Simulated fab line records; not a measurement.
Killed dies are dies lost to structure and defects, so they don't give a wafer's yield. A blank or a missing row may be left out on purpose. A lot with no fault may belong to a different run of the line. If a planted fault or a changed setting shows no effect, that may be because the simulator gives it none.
Chamber matching :: flow nand_harc :: NHARC_A_STAIRCASE_TRIM_196 on rie_diel-01: 4 sister chambers
The step chemistry O2, time 211.2 s. 4 wafers are shown with their chamber, then 9 later ones without.

== WAFERS WITH THEIR CHAMBER ==
wafer: L087.2
chamber: 3
drypump_motor_current_A (A): 6.1

wafer: L088.2
chamber: 1
drypump_motor_current_A (A): 6.3

wafer: L088.3
chamber: 0
drypump_motor_current_A (A): 4.9

wafer: L088.6
chamber: 2
drypump_motor_current_A (A): 6.4

== WAFERS MISSING THEIR CHAMBER ==
wafer: L090.1
drypump_motor_current_A (A): 4.9

wafer: L090.3
drypump_motor_current_A (A): 6.4

wafer: L090.5
drypump_motor_current_A (A): 4.9

wafer: L091.1
drypump_motor_current_A (A): 6.0

wafer: L091.3
drypump_motor_current_A (A): 4.9

wafer: L091.6
drypump_motor_current_A (A): 6.0

wafer: L097.1
drypump_motor_current_A (A): 4.8

wafer: L097.4
drypump_motor_current_A (A): 6.1

wafer: L097.5
drypump_motor_current_A (A): 6.1

== WHICH CHAMBER EACH WENT THROUGH ==
wafer: L090.1
from the rows above: 0
in truth: 0

wafer: L090.3
from the rows above: can't be placed: 2 or 1
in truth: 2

wafer: L090.5
from the rows above: 0
in truth: 0

wafer: L091.1
from the rows above: 3
in truth: 3

wafer: L091.3
from the rows above: 0
in truth: 0

wafer: L091.6
from the rows above: 3
in truth: 3

wafer: L097.1
from the rows above: 0
in truth: 0

wafer: L097.4
from the rows above: 3
in truth: 3

wafer: L097.5
from the rows above: 3
in truth: 3
Correct placement for 8 of the 9. Unplaceable from these rows: 1, with the true chamber sitting among the candidates in 1. Placed wrongly: 0.
How it was worked out, from the rows above alone: a wafer's distance from a chamber is the root of the sum, over the readings, of the square of ((its reading less the chamber's mean) divided by the reading's scatter). If the next closest chamber is less than 2 further off than the closest, the wafer can't be placed; otherwise it belongs to the closest. A chamber's mean is the mean of its shown wafers. The scatter (one wafer shown for each chamber): square how far every hidden wafer sits from the nearest shown wafer, average those squares and take the square root.
